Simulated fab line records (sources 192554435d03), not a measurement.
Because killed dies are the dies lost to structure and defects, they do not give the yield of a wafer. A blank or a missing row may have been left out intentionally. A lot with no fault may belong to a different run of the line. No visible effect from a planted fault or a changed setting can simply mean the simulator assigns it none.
Which tool is to blame? | flow n5_finfet | Sampling: 12 lots, 36 wafers, 6 of 1938 route steps

WHAT THE GAUGES SHOWED, per wafer
N5_BEOL_M3_CD_MEAS_18: pitch 36 nm, target cd 18 nm.
lot  | measured     | on        | cd_nm (nm)
L074 | day 7 06:46  | cd_sem-02 | 18.4 17.5 18.4
L077 | day 7 19:55  | cd_sem-01 | 17.3 17.6 17.2
L078 | day 8 07:15  | cd_sem-03 | 17.9 18.3 17.9
L081 | day 8 20:13  | cd_sem-03 | 18.2 17.9 18.0
L083 | day 9 06:04  | cd_sem-02 | 18.0 17.6 17.9
L087 | day 10 11:16 | cd_sem-01 | 17.5 18.1 17.7
L086 | day 10 16:19 | cd_sem-01 | 17.7 18.4 18.5
L089 | day 11 07:28 | cd_sem-03 | 18.0 18.1 18.2
L090 | day 11 09:25 | cd_sem-03 | 18.2 18.4 17.8
L093 | day 11 17:34 | cd_sem-03 | 17.4 18.4 17.8
L095 | day 12 08:53 | cd_sem-03 | 18.3 18.5 18.8
L097 | day 13 09:36 | cd_sem-03 | 17.5 17.6 18.6

WHAT TOOL EACH LOT RAN ON (gives the tool, then ch and the chambers of the sampled wafers, and finally the start)
lot  | N5_BEOL_M2_ETCH_41                            | N5_BEOL_M2_ALD_84                   | N5_BEOL_M2_ANNEAL_49         | N5_BEOL_M2_ANNEAL_89         | N5_BEOL_M3_ETCH_64
L074 | rie_diel-05 ch 0,1,3, day 7 01:10 or earlier  | ald_metal-04 ch 0,1,3, day 7 01:10  | pvd_sputter-02, day 7 01:59  | pvd_sputter-02, day 7 02:52  | rie_diel-01 ch 0,1,2, day 7 06:11
L077 | rie_diel-04 ch 1,2, day 7 14:31 or earlier    | ald_metal-04 ch 0,1,2, day 7 14:31  | pvd_sputter-02, day 7 15:14  | pvd_sputter-02, day 7 16:07  | rie_diel-06 ch 2,3, day 7 19:33
L078 | rie_diel-05 ch 0,2, day 8 01:20 or earlier    | ald_metal-01 ch 1,3, day 8 01:20    | pvd_sputter-01, day 8 02:42  | pvd_sputter-01, day 8 03:35  | rie_diel-06 ch 0,3, day 8 06:54
L081 | rie_diel-04 ch 0,3, day 8 13:59 or earlier    | ald_metal-02 ch 0,1, day 8 13:59    | pvd_sputter-02, day 8 14:36  | pvd_sputter-02, day 8 15:29  | rie_diel-02 ch 0,2,3, day 8 19:50
L083 | rie_diel-04 ch 1,2,3, day 9 00:33 or earlier  | ald_metal-02 ch 0,1,3, day 9 00:33  | pvd_sputter-01, day 9 01:14  | pvd_sputter-01, day 9 02:07  | rie_diel-02 ch 0,1, day 9 05:43
L087 | rie_diel-03 ch 0,3, day 10 05:39 or earlier   | ald_metal-04 ch 0,1,2, day 10 05:39 | pvd_sputter-03, day 10 06:56 | pvd_sputter-03, day 10 07:52 | rie_diel-02 ch 0,3, day 10 10:55
L086 | rie_diel-03 ch 1,3, day 10 11:23 or earlier   | ald_metal-01 ch 1,2,3, day 10 11:23 | pvd_sputter-03, day 10 12:04 | pvd_sputter-03, day 10 13:03 | rie_diel-01 ch 2,3, day 10 15:58
L089 | rie_diel-05 ch 1,2,3, day 11 02:41 or earlier | ald_metal-01 ch 0,2, day 11 02:41   | pvd_sputter-03, day 11 03:13 | pvd_sputter-03, day 11 04:06 | rie_diel-02 ch 1,2, day 11 07:07
L090 | rie_diel-05 ch 1,2, day 11 03:21 or earlier   | ald_metal-04 ch 0,1,2, day 11 03:21 | pvd_sputter-03, day 11 05:04 | pvd_sputter-03, day 11 05:56 | rie_diel-06 ch 0,2, day 11 09:02
L093 | rie_diel-04 ch 0,1,2, day 11 11:53 or earlier | ald_metal-04 ch 1,2,3, day 11 11:53 | pvd_sputter-02, day 11 12:43 | pvd_sputter-02, day 11 13:35 | rie_diel-06 ch 0,2,3, day 11 17:13
L095 | rie_diel-04 ch 1,2, day 12 00:40 or earlier   | ald_metal-01 ch 1,2, day 12 00:40   | pvd_sputter-01, day 12 02:46 | pvd_sputter-01, day 12 03:39 | rie_diel-06 ch 0,1, day 12 08:31
L097 | rie_diel-05 ch 0,1,2, day 13 04:14 or earlier | ald_metal-04 ch 0,2, day 13 04:14   | pvd_sputter-02, day 13 05:01 | pvd_sputter-02, day 13 05:54 | rie_diel-06 ch 1,2,3, day 13 09:09
- N5_BEOL_M2_ETCH_41: etches SiCN in CH3F/O2, target depth 29.9 nm, time 52.5 s.
- N5_BEOL_M2_ALD_84: deposits TaN, pulse time 2 s, purge time 3 s, co reactant purge time 2 s.
- N5_BEOL_M2_ANNEAL_49: time 240 s.
- N5_BEOL_M2_ANNEAL_89: time 240 s.
- N5_BEOL_M3_ETCH_64: etches SOC in N2/H2, target depth 75 nm, overetch 15 nm, time 112.5 s.

THE ANSWER, worked out from the rows above alone
Rule: what is usual is taken from the lots themselves. Put in order of their means at a reading, lots are off if they are a third of the lots or fewer, leave a main group of 4 or more, and stand apart from it by a gap of 3 or more times the standard deviation of the main group's means; of several such gaps the widest counts. A main group is skipped when, at the precision printed for the reading in the tables above, its means are all equal. Also off: a lot with no number at a reading for which 4 or more lots have one. The other lots that the step has rows for count as sound.
No lot is off on any of the readings shown, so nothing can be concluded from this.

WHAT WAS PUT IN BY THE SIMULATOR
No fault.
